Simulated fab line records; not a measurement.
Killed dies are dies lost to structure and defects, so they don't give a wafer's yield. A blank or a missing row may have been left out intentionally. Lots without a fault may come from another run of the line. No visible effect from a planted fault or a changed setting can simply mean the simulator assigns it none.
Split-lot experiment -- flow n5Finfet -- on a route of 1938 steps: 7 lots, 39 wafers read

## THE SPLIT ITSELF
At N5_MOL_CONTACT_COAG_ETCH_67 (etches SOC in N2/H2, target depth 60 nm, overetch 21 nm, time 101.2 s), the setting targetDepthA was moved away from the recipe's 600 angstrom on 9 of the 39 wafers read, by -52.0% to +24.5%. All remaining wafers had this setting at the recipe value.

## FROM THE SPLIT TO THE READING: what the file shows between them, 6 steps
- N5_MOL_CONTACT_COAG_STRIP_68: strips in N2/H2
- N5_MOL_CONTACT_COAG_STRIP_69: strips in N2/H2
- N5_MOL_CONTACT_COAG_ETCHBACK_136: etches SiO2 in CHF3, target depth 25 nm, time 16.7 s
- N5_MOL_CONTACT_COAG_STRIP_120: strips in CHF3
- N5_MOL_CONTACT_COAG_VIA_ETCH_117: etches SiO2 in C4F6/O2, target depth 40 nm, overetch 8 nm, time 26 s
- N5_MOL_CONTACT_COAG_ETCH_124: etches SiNx in CH3F/O2, stops on SiOC, target depth 6.5 nm

## THE READING
oesProductAu, in a.u., at N5_MOL_CONTACT_COAG_ETCH_48 (etches SiOC in C4F6/O2, target depth 15 nm, overetch 4.5 nm, time 17 s). Typical for fault-free wafers on this fab line: 0.66 a.u., with standard deviation 0.072 a.u.

wafer,"tool, chamber at the split","targetDepthA as run, angstrom",against the recipe,"oesProductAu, a.u.",against lot-mates on the recipe
L076.1,"rieDiel-01, 1",600,recipe,0.56,-
L076.2,"rieDiel-01, 0",600,recipe,0.57,-
L076.3,"rieDiel-01, 3",600,recipe,0.65,-
L076.4,"rieDiel-01, 2",600,recipe,0.63,-
L076.5,"rieDiel-01, 0",600,recipe,0.59,-
L076.6,"rieDiel-01, 1",600,recipe,0.58,-
L081.1,"rieDiel-01, 3",600,recipe,0.71,-
L081.2,"rieDiel-01, 1",600,recipe,0.60,-
L081.3,"rieDiel-01, 2",600,recipe,0.67,-
L081.4,"rieDiel-01, 0",600,recipe,0.61,-
L081.5,"rieDiel-01, 2",600,recipe,0.67,-
L081.6,"rieDiel-01, 3",600,recipe,0.68,-
L084.1,"rieDiel-05, 3",287.8,-52.0%,0.33,-0.44
L084.2,"rieDiel-05, 2",287.8,-52.0%,0.31,-0.46
L084.3,"rieDiel-05, 1",600,recipe,0.79,-
L084.4,"rieDiel-05, 0",600,recipe,0.76,-
L084.5,"rieDiel-05, 1",287.8,-52.0%,0.35,-0.42
L084.6,"rieDiel-05, 0",600,recipe,0.77,-
L085.1,"rieDiel-06, 0",306.5,-48.9%,0.32,-0.38
L085.2,"rieDiel-06, 1",600,recipe,0.76,-
L085.3,"rieDiel-06, 3",306.5,-48.9%,0.26,-0.44
L085.4,"rieDiel-06, 2",600,recipe,0.63,-
L085.5,"rieDiel-06, 1",306.5,-48.9%,0.32,-0.38
L085.6,"rieDiel-06, 0",600,recipe,0.72,-
L087.1,"rieDiel-01, 1",600,recipe,0.55,-
L087.4,"rieDiel-01, 0",600,recipe,0.57,-
L087.5,"rieDiel-01, 3",600,recipe,0.66,-
L089.1,"rieDiel-05, 3",747.2,+24.5%,0.75,-0.01
L089.2,"rieDiel-05, 2",600,recipe,0.78,-
L089.3,"rieDiel-05, 1",747.2,+24.5%,0.75,-0.01
L089.4,"rieDiel-05, 0",747.2,+24.5%,0.74,-0.02
L089.5,"rieDiel-05, 0",600,recipe,0.73,-
L089.6,"rieDiel-05, 3",600,recipe,0.77,-
L094.1,"rieDiel-06, 0",600,recipe,0.68,-
L094.2,"rieDiel-06, 2",600,recipe,0.55,-
L094.3,"rieDiel-06, 1",600,recipe,0.69,-
L094.4,"rieDiel-06, 2",600,recipe,0.62,-
L094.5,"rieDiel-06, 1",600,recipe,0.69,-
L094.6,"rieDiel-06, 0",600,recipe,0.63,-

FIT RESULTS
A straight line over all 39 wafers: oesProductAu changes by +0.00638 a.u. for each +1% of targetDepthA; r = +0.88; the points scatter about the line by 0.071 a.u.
The same after taking each lot's own level away (the mean of its wafers on the recipe; 39 wafers): +0.00712 a.u. for each +1%; r = +0.91; scatter 0.066 a.u.
Per that fit: largest targetDepthA move, reading shift of 0.37 a.u.
Measured against the standard deviation above, the lots' own levels, which go from 0.593 to 0.773 a.u., span 2.5 times it.
Hence the slope depends on the lot-to-lot level, as the two fits are not the same.
Check: with one of the wafers moved furthest among these (-52.0%) left out of the fit, the line predicts -0.386 a.u. for it against its lot-mates. It came out at -0.443 a.u. against them.

## FURTHER SPLITS ON THESE WAFERS
Other splits were also applied to these wafers ahead of the reading. Each is held against what the fit with the lots' levels taken away leaves over:
other split on the same wafers,wafers away from the commonest value,r with oesProductAu (lot level and that fit taken away)
N5_FIN_SAQP_HM_DEP_72 targetThkA,9,-0.11
N5_HKMG_FIN_ETCH_35 targetDepthA,15,-0.07

## THE WHOLE CHAIN: every reading that the file lists as answering this split, in the file's order
step,what it does,reading,change (the file's fit),r (the file's)
N5_MOL_CONTACT_COAG_ETCH_67,"etches SOC in N2/H2, target depth 60 nm, overetch 21 nm, time 101.2 s","etch.depthNm (the simulator's own value, which no gauge read)",+0.156 nm for each +1% of the setting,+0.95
N5_MOL_CONTACT_COAG_ETCH_67,"etches SOC in N2/H2, target depth 60 nm, overetch 21 nm, time 101.2 s","SiARC_of_MOL_CONTACT_COAG_COAT_63.thkNm (the simulator's own value, which no gauge read)",-0.0318 nm for each +1% of the setting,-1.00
N5_MOL_CONTACT_COAG_VIA_ETCH_117,"etches SiO2 in C4F6/O2, target depth 40 nm, overetch 8 nm, time 26 s",oesProductAu,+0.00789 a.u. for each +1% of the setting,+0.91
N5_MOL_CONTACT_COAG_ETCH_124,"etches SiNx in CH3F/O2, stops on SiOC, target depth 6.5 nm",oesProductAu,+0.00734 a.u. for each +1% of the setting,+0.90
N5_MOL_CONTACT_COAG_ETCH_48,"etches SiOC in C4F6/O2, target depth 15 nm, overetch 4.5 nm, time 17 s",oesProductAu,+0.00741 a.u. for each +1% of the setting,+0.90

## FILE'S OWN FIT
oesProductAu changes by +0.00741 a.u. for each +1% of targetDepthA, r = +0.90.
